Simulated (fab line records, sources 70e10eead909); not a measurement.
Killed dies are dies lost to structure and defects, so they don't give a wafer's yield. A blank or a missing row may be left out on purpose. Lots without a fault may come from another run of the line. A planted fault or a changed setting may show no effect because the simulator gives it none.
A struck lot beside a sound one | flow nand_harc | 32 steps out of a route of 1159
Sound: wafers L387.1, L387.4, L387.5. Struck: wafers L374.1, L374.5. (L374.6 of the same lot was not struck and is left out.) The cause comes at the end.
At each step with rows: each side's tool, then ch and its chambers, then its first start. Under that, the readings that differ: sound wafers | struck wafers | difference of the means | sigmas: that difference in standard deviations of wafers without a fault.
alike: readings whose means differ by less than 2 such deviations, and words and numbers that are the same on both sides. not compared: withheld readings, readings that some wafer has no value for, bounds like >300 that may hide the same value, and numbers for which the record gives no deviation and whose values overlap.
The two part at a step that has a row with sigmas, a row that says differs or no value, or rows on one side only. Numbers that don't overlap but have no deviation are shown without sigmas and don't part them. A reading that every wafer of one side lacks parts them only if that side has two wafers or more.

first, 5 steps without rows for these wafers: NHARC_A_ONON_D1_DEP_19 (target thk 1000 nm); NHARC_A_ONON_D1_DEP_22 (target thk 1000 nm); NHARC_A_ONON_D1_DEP_25 (target thk 1000 nm); NHARC_A_ONON_D1_DEP_28 (target thk 1000 nm); NHARC_A_ONON_D1_DEP_33 (deposits SiO2, target thk 200 nm).
NHARC_A_CHANNEL_HOLE_D1_DEP_00: deposits aC, target thk 3100 nm.
  sound on acl_dep-02 ch 0, day 13 21:10; struck on acl_dep-02 ch 0, day 10 17:27
  alike: throttle_valve_pct
then, 25 steps without rows for these wafers: NHARC_A_CHANNEL_HOLE_D1_DEP_01 (deposits SiON, target thk 140 nm); NHARC_A_CHANNEL_HOLE_D1_DEHYDRATE_02 (time 120 s); NHARC_A_CHANNEL_HOLE_D1_HMDS_03 (time 30 s); NHARC_A_CHANNEL_HOLE_D1_COAT_36 (time 75 s); NHARC_A_CHANNEL_HOLE_D1_COAT_37 (time 65 s); NHARC_A_CHANNEL_HOLE_D1_COAT_04 (resist thk 90 nm); NHARC_A_CHANNEL_HOLE_D1_SOFTBAKE_05 (time 55 s); NHARC_A_CHANNEL_HOLE_D1_EBR_06; NHARC_A_CHANNEL_HOLE_D1_EXPOSE_07 (exposes mask HOLE D1, target cd 100 nm); NHARC_A_CHANNEL_HOLE_D1_PEB_08 (peb time 65 s); NHARC_A_CHANNEL_HOLE_D1_DEVELOP_09 (develop time 35 s); NHARC_A_CHANNEL_HOLE_D1_DESCUM_15 (chemistry O2, time 3 s); NHARC_A_CHANNEL_HOLE_D1_ETCH_38 (etches the open film in CF4, target depth 39 nm, time 65 s); NHARC_A_CHANNEL_HOLE_D1_ETCH_39 (etches the open film in N2/H2, target depth 260 nm, time 325 s); NHARC_A_CHANNEL_HOLE_D1_ETCH_34 (etches the open film in CF4/CHF3, target depth 154 nm, time 77 s); NHARC_A_CHANNEL_HOLE_D1_ETCH_16 (etches the open film in O2/COS, target depth 3100 nm, time 806 s); NHARC_A_CHANNEL_HOLE_D1_ETCH_19 (etches the open film in C4F8/O2/Ar, time 34.5 s); NHARC_A_CHANNEL_HOLE_D1_ETCH_20 (etches the open film in C4F8/O2/Ar, time 361.9 s, target depth 1600 nm); NHARC_A_CHANNEL_HOLE_D1_ETCH_21 (etches the open film in C4F8/O2/Ar, time 514.3 s, target depth 1600 nm); NHARC_A_CHANNEL_HOLE_D1_ETCH_22 (etches the open film in C4F8/O2/Ar, time 666.7 s, target depth 1600 nm); NHARC_A_CHANNEL_HOLE_D1_ETCH_23 (etches the open film in C4F8/O2/Ar, time 819 s, target depth 1600 nm); NHARC_A_CHANNEL_HOLE_D1_ETCH_24 (etches the open film in C4F8/O2/Ar, time 906.2 s, target depth 1500 nm); NHARC_A_CHANNEL_HOLE_D1_ETCH_25 (etches the open film in C4F8/O2/Ar, time 1040.2 s, target depth 1500 nm); NHARC_A_CHANNEL_HOLE_D1_ETCH_26 (etches the open film in C4F8/O2/Ar, time 224.1 s, target depth 300 nm); NHARC_A_CHANNEL_HOLE_D1_ETCH_33 (etches the open film in C4F8/O2/Ar, time 90 s, target depth 400 nm).
-- the record jumps here: 11 days lie between the struck wafers' starts before and after (it left off in module A_CHANNEL_HOLE_D1 and takes up again in module END, whose first step shown is number 1159 of the route) --
NHARC_END_SORT_01:
  the record has rows for the struck wafers here (prober-02 ch 0, day 21 09:34) and none for the sound ones

WHERE THEY PART
Only at NHARC_END_SORT_01, within this record.

WHY: what the simulator had put in
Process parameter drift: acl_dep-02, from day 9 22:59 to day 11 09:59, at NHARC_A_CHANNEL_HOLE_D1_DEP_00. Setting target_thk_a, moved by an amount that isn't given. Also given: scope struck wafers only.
